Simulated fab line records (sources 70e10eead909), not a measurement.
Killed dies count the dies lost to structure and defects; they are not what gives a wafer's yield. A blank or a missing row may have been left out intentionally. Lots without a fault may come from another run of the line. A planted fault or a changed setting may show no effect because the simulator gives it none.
A single fault, viewed from 2 desks :: flow nandHarc :: every desk sees just its own numbers, and what lay behind them comes last

== THE DEFECT DESK ==
Lot by lot, what the route's inspections counted, given as the mean of those sampled wafers with a number. Marked OUT: a lot whose mean sits more than 4 standard deviations from the usual mean, which makes it out of limits; the brackets give that distance.
Columns: A = rawDefectCount at NHARC_A_CONTACT_INSPECT_44, usual 26
lot: L725
first seen here: day 16 09:26
A: 32

lot: L727
first seen here: day 16 18:13
A: 21

lot: L735
first seen here: day 18 09:25
A: 848 (+82) OUT

lot: L734
first seen here: day 18 17:05
A: 835 (+81) OUT

lot: L739
first seen here: day 19 07:21
A: 24

lot: L740
first seen here: day 19 21:38
A: 26

lot: L742
first seen here: day 20 11:06
A: 27

lot: L743
first seen here: day 20 15:07
A: 32

lot: L745
first seen here: day 21 22:45
A: 33

lot: L746
first seen here: day 22 02:55
A: 13

lot: L747
first seen here: day 22 05:14
A: 21

lot: L748
first seen here: day 22 07:42
A: 38
This desk's verdict: out of limits on L734, L735, starting with L735 at day 18 09:25 (rawDefectCount at NHARC_A_CONTACT_INSPECT_44). L725, L727, L739, L740, L742, L743, L745, L746, L747, L748: within limits.

== DESK OF THE TOOL OWNER: aclDep-02 ==
The tool's own readings at NHARC_A_CONTACT_DEP_28 (deposits aC, target thk 3600 nm): means of the sampled wafers that have a number, for each lot that ran on this tool. Marked OUT: a lot whose mean sits more than 4 standard deviations from the usual mean, which makes it out of limits; the brackets give that distance.
Columns: A = throttleValvePct at NHARC_A_CONTACT_DEP_28, usual 35.001 %
lot: L725
first seen here: day 16 06:22
A: 34.997

lot: L727
first seen here: day 16 15:14
A: 34.998

lot: L735
first seen here: day 18 06:20
A: 35.003

lot: L734
first seen here: day 18 14:22
A: 35.008

lot: L748
first seen here: day 22 04:44
A: 35.001
This desk's verdict: no lot among the 5 shows anything out of limits.

== ALL TOGETHER ==
The defect desk could have raised an alarm at day 18 09:25, on L734, L735.
The desk of the tool owner found nothing out of limits.
The tool owner's desk has L734, L735 on record, within its limits.
NHARC_A_CONTACT_DEP_28 was run on aclDep-02 by each of the lots named.

== WHAT THE SIMULATOR PUT IN ==
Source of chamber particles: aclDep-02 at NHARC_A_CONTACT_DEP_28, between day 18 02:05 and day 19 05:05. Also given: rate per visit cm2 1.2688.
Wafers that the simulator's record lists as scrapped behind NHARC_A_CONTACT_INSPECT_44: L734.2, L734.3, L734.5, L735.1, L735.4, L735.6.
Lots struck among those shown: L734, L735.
Hours from the fault's start to each desk's first reading out of limits: the defect desk, 7.
